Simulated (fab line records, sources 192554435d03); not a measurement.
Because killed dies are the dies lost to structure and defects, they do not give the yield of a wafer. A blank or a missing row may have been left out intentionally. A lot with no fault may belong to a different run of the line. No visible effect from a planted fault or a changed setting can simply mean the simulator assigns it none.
2 desks, one fault | flow n5 finfet | each desk has only its own numbers; what lay behind them comes last

== FROM THE METROLOGY DESK ==
Means of the sampled wafers that have a number, per lot and without regard to the tool the lot ran on: this is what the gauges read. Marked OUT: a lot whose mean sits more than 4 standard deviations from the usual mean, which makes it out of limits; the brackets give that distance.
Columns: A = M6_OVL at N5_BEOL_M6_OVL_MEAS_12, usual 0.1 nm
lot  | first seen here | A
L324 | day 12 22:41    | -0.3
L325 | day 13 04:32    | -0.5
L330 | day 14 10:19    | -0.4
L333 | day 14 14:13    | -0.3
L335 | day 14 19:07    | 0.6
L339 | day 16 00:15    | -0.3
L337 | day 16 10:55    | 0.6
L342 | day 16 15:11    | 0.1
L344 | day 17 18:01    | 0.5
L345 | day 17 18:11    | -0.1
L347 | day 18 10:11    | 0.1
This desk's finding: nothing out of limits on any of the 11 lots.

== AT THE TOOL OWNER'S DESK: rie diel-05 ==
The tool's own readings at N5_BEOL_M6_ETCH_41 (etches SiCN in CH3F/O2, target depth 29.7 nm, time 52 s): means of the sampled wafers that have a number, for each lot that ran on this tool. Marked OUT: a lot whose mean sits more than 4 standard deviations from the usual mean, which makes it out of limits; the brackets give that distance.
Columns: A = O2_flow_sccm at N5_BEOL_M6_ETCH_41, usual 20.01 sccm; B = drypump motor current A at N5_BEOL_M6_ETCH_41, usual 6.0 A; C = oes product au at N5_BEOL_M6_ETCH_41, usual 0.79 a.u.; D = rf vpp V at N5_BEOL_M6_ETCH_41, usual 298.1 V; E = run length s at N5_BEOL_M6_ETCH_41, usual 75.2 s; F = showerhead plenum p Torr at N5_BEOL_M6_ETCH_41, usual 2.04 Torr; G = throttle valve pct at N5_BEOL_M6_ETCH_41, usual 16.24 %
lot  | first seen here | A     | B   | C    | D     | E               | F    | G
L325 | day 13 07:13    | 19.94 | 6.0 | 0.83 | 299.4 | 75.3            | 2.11 | 16.27
L330 | day 14 14:12    | 20.05 | 6.5 | 0.82 | 300.6 | 77.5 (+4.0) OUT | 2.12 | 16.31
L333 | day 14 16:11    | 19.96 | 6.0 | 0.79 | 298.5 | 79.5 (+7.5) OUT | 2.10 | 16.26
L335 | day 14 20:33    | 19.99 | 5.7 | 0.78 | 297.3 | 76.1            | 2.03 | 16.13
L344 | day 17 21:49    | 20.01 | 6.2 | 0.76 | 298.7 | 75.0            | 2.10 | 16.30
L345 | day 17 22:32    | 19.98 | 6.2 | 0.78 | 298.5 | 75.2            | 2.07 | 16.32
L347 | day 18 11:44    | 19.98 | 5.7 | 0.75 | 297.3 | 74.6            | 2.02 | 16.19
This desk's verdict: out of limits on L330, L333, starting with L330 at day 14 14:12 (run length s at N5_BEOL_M6_ETCH_41). L325, L335, L344, L345, L347: within limits.

== TAKEN TOGETHER ==
On L330, L333, at day 14 14:12, an alarm was possible from the tool owner's desk.
Nothing out of limits was seen by the metrology desk.
The metrology desk has L330, L333 on record, within its limits.
All the named lots went through N5_BEOL_M6_ETCH_41 on rie diel-05.

== WHAT THE SIMULATOR HAD INSERTED ==
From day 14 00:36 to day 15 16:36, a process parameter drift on rie diel-05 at N5_BEOL_M6_ETCH_41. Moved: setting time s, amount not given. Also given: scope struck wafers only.
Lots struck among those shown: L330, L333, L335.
Hours from the fault's start to each desk's first reading out of limits: the tool owner's desk, 14.
